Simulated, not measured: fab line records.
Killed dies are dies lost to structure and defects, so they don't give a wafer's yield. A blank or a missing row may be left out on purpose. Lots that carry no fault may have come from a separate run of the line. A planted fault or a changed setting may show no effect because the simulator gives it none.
Which of the tools did it?    flow n5Finfet    12 lots with 36 wafers sampled at 2 steps, on a route of 1938 steps

== WHAT THE GAUGES READ, wafer by wafer ==
N5_BEOL_M1_CD_MEAS_11: target cd 17.05 nm.
lot   measured      on        cdNm (nm)
L074  day 6 12:46   cdSem-01  16.82 17.23 16.99
L077  day 6 22:25   cdSem-03  16.92 17.17 16.81
L079  day 7 08:52   cdSem-01  17.39 16.91 17.13
L081  day 8 01:01   cdSem-03  17.28 16.94 17.02
L083  day 8 14:10   cdSem-02  17.42 17.10 17.05
L087  day 9 16:04   cdSem-02  16.79 17.35 16.86
L086  day 10 01:10  cdSem-02  17.25 17.56 17.21
L089  day 10 13:14  cdSem-02  17.04 16.82 17.01
L090  day 10 14:07  cdSem-02  17.34 17.40 17.38
L093  day 10 23:26  cdSem-03  17.15 17.36 17.81
L095  day 11 08:12  cdSem-03  17.11 17.14 16.91
L097  day 12 03:51  cdSem-03  17.37 17.36 17.39

== WHAT TOOL EACH LOT RAN ON (gives the tool, then ch and the chambers of the sampled wafers, and finally the start) ==
lot   N5_BEOL_M1_HM_DEP_02
L074  pvdSputter-02, day 6 12:23
L077  pvdSputter-03, day 6 22:01
L079  pvdSputter-01, day 7 08:22
L081  pvdSputter-03, day 8 00:29
L083  pvdSputter-02, day 8 13:38
L087  pvdSputter-03, day 9 15:33
L086  pvdSputter-01, day 10 00:46
L089  pvdSputter-01, day 10 12:43
L090  pvdSputter-01, day 10 13:43
L093  pvdSputter-02, day 10 23:03
L095  pvdSputter-03, day 11 07:48
L097  pvdSputter-03, day 12 03:28
- N5_BEOL_M1_HM_DEP_02: deposits TiN, target thk 20 nm.

== THE ANSWER, worked out from the rows above alone ==
Rule: what is usual is taken from the lots themselves. The widest of any qualifying gaps counts: lots, ordered by their means at a reading, are off when they make up no more than a third of the lots, leave a main group of 4 or more, and stand apart from it by 3 or more times the standard deviation of that group's means. A main group is skipped when, at the precision printed for the reading in the tables above, its means are all equal. A lot without any number at a reading at which 4 lots or more have one is off too. Where the step has rows for the other lots, those lots are counted as sound.
No lot is off on any of the readings shown, so nothing can be concluded from this.

== WHAT THE SIMULATOR PUT IN ==
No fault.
